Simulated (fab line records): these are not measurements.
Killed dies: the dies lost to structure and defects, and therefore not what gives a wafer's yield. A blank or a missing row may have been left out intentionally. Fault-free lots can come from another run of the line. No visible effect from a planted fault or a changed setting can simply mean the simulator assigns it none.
Lot-split experiment | flow n5_finfet | 39 wafers read across 7 lots, on a route 1938 steps long

ON THE SPLIT
At N5_DUMMY_GATE_ETCH_37 (etches SOC in N2/H2, target depth 60 nm, overetch 30 nm), the setting source_w was moved away from the recipe's 840 W on 18 of the 39 wafers read, by +6.6% to +17.6%. This setting was run at the recipe's value on the other wafers.

Reading taken at the split's own step.

THE READING
rf_vpp_V, in V, at N5_DUMMY_GATE_ETCH_37 (etches SOC in N2/H2, target depth 60 nm, overetch 30 nm). On this fab line, fault-free wafers typically give 523.5 V with a standard deviation of 2.7 V.

wafer  | tool, chamber at the split | source_w as run, W | against the recipe | rf_vpp_V, V | against lot-mates on the recipe
L074.1 | rie_diel-06, 0             | 840                | recipe             | 522.3       | -
L074.2 | rie_diel-06, 3             | 988.1              | +17.6%             | 496.8       | -25.4
L074.3 | rie_diel-06, 2             | 840                | recipe             | 519.6       | -
L074.4 | rie_diel-06, 1             | 988.1              | +17.6%             | 498.7       | -23.5
L074.5 | rie_diel-06, 2             | 988.1              | +17.6%             | 492.3       | -29.9
L074.6 | rie_diel-06, 1             | 840                | recipe             | 524.6       | -
L075.1 | rie_diel-02, 2             | 840                | recipe             | 523.7       | -
L075.2 | rie_diel-02, 1             | 840                | recipe             | 528.0       | -
L075.3 | rie_diel-02, 3             | 840                | recipe             | 521.0       | -
L077.1 | rie_diel-06, 1             | 840                | recipe             | 525.9       | -
L077.2 | rie_diel-06, 3             | 938                | +11.7%             | 505.1       | -17.3
L077.3 | rie_diel-06, 2             | 840                | recipe             | 518.9       | -
L077.4 | rie_diel-06, 0             | 938                | +11.7%             | 504.4       | -18.0
L077.5 | rie_diel-06, 1             | 938                | +11.7%             | 505.7       | -16.7
L077.6 | rie_diel-06, 0             | 840                | recipe             | 522.4       | -
L083.1 | rie_diel-06, 1             | 981.4              | +16.8%             | 498.5       | -24.2
L083.2 | rie_diel-06, 2             | 840                | recipe             | 519.2       | -
L083.3 | rie_diel-06, 3             | 840                | recipe             | 523.5       | -
L083.4 | rie_diel-06, 1             | 840                | recipe             | 525.5       | -
L083.5 | rie_diel-06, 2             | 981.4              | +16.8%             | 493.6       | -29.1
L083.6 | rie_diel-06, 3             | 981.4              | +16.8%             | 497.4       | -25.3
L086.1 | rie_diel-03, 0             | 840                | recipe             | 524.9       | -
L086.2 | rie_diel-03, 2             | 840                | recipe             | 526.9       | -
L086.3 | rie_diel-03, 3             | 943                | +12.3%             | 506.2       | -20.2
L086.4 | rie_diel-03, 3             | 840                | recipe             | 527.3       | -
L086.5 | rie_diel-03, 2             | 943                | +12.3%             | 507.5       | -18.9
L086.6 | rie_diel-03, 0             | 943                | +12.3%             | 503.5       | -22.9
L087.1 | rie_diel-06, 1             | 969.6              | +15.4%             | 501.1       | -21.1
L087.2 | rie_diel-06, 2             | 840                | recipe             | 518.6       | -
L087.3 | rie_diel-06, 3             | 969.6              | +15.4%             | 497.8       | -24.4
L087.4 | rie_diel-06, 0             | 840                | recipe             | 523.4       | -
L087.5 | rie_diel-06, 1             | 840                | recipe             | 524.7       | -
L087.6 | rie_diel-06, 2             | 969.6              | +15.4%             | 494.3       | -27.9
L091.1 | rie_diel-02, 0             | 895.4              | +6.6%              | 509.9       | -12.4
L091.2 | rie_diel-02, 3             | 895.4              | +6.6%              | 508.7       | -13.6
L091.3 | rie_diel-02, 1             | 895.4              | +6.6%              | 518.2       | -4.1
L091.4 | rie_diel-02, 2             | 840                | recipe             | 522.1       | -
L091.5 | rie_diel-02, 3             | 840                | recipe             | 520.9       | -
L091.6 | rie_diel-02, 2             | 840                | recipe             | 524.0       | -

THE FIT
A straight line over all 39 wafers: rf_vpp_V changes by -1.57 V for each +1% of source_w; r = -0.97; the points scatter about the line by 2.8 V.
The same after taking each lot's own level away (the mean of its wafers on the recipe; 39 wafers): -1.55 V for each +1%; r = -0.98; scatter 2.6 V.
On that fit, the largest move of source_w shifts the reading by 27 V.
The lots' own levels span 522.17 to 526.37 V, that is 1.6 times the standard deviation above.
Consequently the slope shifts little with the lot-to-lot level, the two slopes agreeing.
Check: -27.6 V against its lot-mates is what the line predicts for one of the wafers moved furthest among these (+17.6%) when that wafer is left out of the fit. Against them it came out at -25.4 V.
Tool readings at the split's step, against how far the setting was moved: rf_vpp_V r = -0.97.

THE FILE'S OWN FIT
rf_vpp_V changes by -1.55 V for each +1% of source_w, r = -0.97.
